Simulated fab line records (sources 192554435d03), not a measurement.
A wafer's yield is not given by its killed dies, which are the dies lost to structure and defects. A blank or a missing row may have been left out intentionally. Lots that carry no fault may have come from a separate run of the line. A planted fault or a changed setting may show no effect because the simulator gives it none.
Which of the tools did it?	flow n5-finfet	12 lots, 36 wafers sampled, at 1 step of a route of 1938

== WHAT THE GAUGES SHOWED, per wafer ==
N5_SPACER0_INSPECT_04: inspects for defects (darkfield).
lot	measured	on	raw-defect-count
L075	day 3 08:02	defect-inspect-02	138 160 144
L077	day 3 18:48	defect-inspect-01	125 152 195
L079	day 4 07:13	defect-inspect-01	122 119 101
L081	day 4 21:30	defect-inspect-01	165 123 152
L083	day 5 14:53	defect-inspect-01	142 206 125
L087	day 6 12:48	defect-inspect-02	151 141 124
L086	day 6 18:40	defect-inspect-02	117 119 105
L089	day 7 04:56	defect-inspect-02	139 76 111
L090	day 7 09:38	defect-inspect-02	150 153 128
L093	day 7 18:20	defect-inspect-01	134 124 131
L095	day 8 05:37	defect-inspect-02	100 110 157
L097	day 8 21:22	defect-inspect-02	163 132 151

== TOOL THAT RAN EACH LOT (tool first, then ch and the chambers of the sampled wafers, then the start) ==
Before these readings, the record contains no process step.

== THE ANSWER, worked out from the rows above alone ==
Rule: usual is defined by the lots themselves. The widest of any qualifying gaps counts: lots, ordered by their means at a reading, are off when they make up no more than a third of the lots, leave a main group of 4 or more, and stand apart from it by 3 or more times the standard deviation of that group's means. A main group is skipped when, at the precision printed for the reading in the tables above, its means are all equal. A lot without any number at a reading at which 4 lots or more have one is off too. Any other lot the step has rows for is counted as sound.
None of the lots is off at any reading shown; this tells nothing.

== WHAT THE SIMULATOR PUT IN ==
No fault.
